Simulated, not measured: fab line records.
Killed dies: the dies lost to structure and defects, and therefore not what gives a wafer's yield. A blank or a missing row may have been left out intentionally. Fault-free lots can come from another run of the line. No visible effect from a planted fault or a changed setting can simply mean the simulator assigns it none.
Matching of chambers | flow nand harc | NHARC_P_CONTACT_DESCUM_17 on rie diel-06 has 4 sister chambers
The step chemistry O2, time 3 s. 14 wafers are shown with their chamber, then 7 later ones without.

## WAFERS WITH THEIR CHAMBER
wafer  | chamber | showerhead plenum p Torr (Torr) | drypump motor current A (A) | rf vpp V (V)
L946.1 | 2       | 1.90                            | 5.8                         | 56.8
L946.3 | 3       | 1.81                            | 5.9                         | 58.9
L946.5 | 2       | 1.90                            | 5.8                         | 57.1
L950.1 | 3       | 1.80                            | 5.9                         | 56.4
L950.4 | 0       | 1.97                            | 4.8                         | 59.3
L950.6 | 2       | 1.90                            | 5.8                         | 57.4
L949.1 | 0       | 1.97                            | 4.8                         | 58.9
L949.2 | 1       | 1.97                            | 5.9                         | 57.9
L949.3 | 2       | 1.90                            | 5.8                         | 58.7
L952.1 | 2       | 1.90                            | 5.8                         | 57.6
L952.4 | 1       | 1.97                            | 6.0                         | 56.8
L952.5 | 2       | 1.90                            | 5.8                         | 58.0
L951.3 | 3       | 1.80                            | 5.9                         | 57.8
L951.4 | 2       | 1.90                            | 5.8                         | 56.8

SIGNATURES (means of the wafers above)
reading                  | chamber 0 | chamber 1 | chamber 2 | chamber 3 | scatter within a chamber
showerhead plenum p Torr | 1.9700    | 1.9700    | 1.9000    | 1.8033    | 0.00258
drypump motor current A  | 4.800     | 5.950     | 5.800     | 5.900     | 0.0224
rf vpp V                 | 59.100    | 57.350    | 57.486    | 57.700    | 0.817
Rule: a wafer's distance from a chamber is the root of the sum, over the readings, of the square of ((its reading less the chamber's mean) divided by the reading's scatter). If the next closest chamber is less than 2 further off than the closest, the wafer can't be placed; otherwise it belongs to the closest. The scatter: take each reading less its chamber's mean, square it, sum over the shown wafers, divide by the number of wafers less the number of chambers, and take the root.

## WAFERS WITH NO CHAMBER GIVEN
wafer  | showerhead plenum p Torr (Torr) | drypump motor current A (A) | rf vpp V (V)
L951.6 | 1.97                            | 6.0                         | 57.8
L953.1 | 1.90                            | 5.8                         | 58.8
L953.2 | 1.80                            | 5.9                         | 58.2
L953.4 | 1.90                            | 5.8                         | 58.9
L966.1 | 1.97                            | 4.8                         | 58.1
L966.2 | 1.89                            | 5.8                         | 56.3
L966.3 | 1.80                            | 5.9                         | 57.1

## CHAMBER TAKEN BY EACH
wafer  | from the rows above | in truth
L951.6 | 1                   | 1
L953.1 | 2                   | 2
L953.2 | 3                   | 3
L953.4 | 2                   | 2
L966.1 | 0                   | 0
L966.2 | 2                   | 2
L966.3 | 3                   | 3
Correct placement for 7 of the 7. Number that these rows cannot place: 0. Wrongly placed: 0.
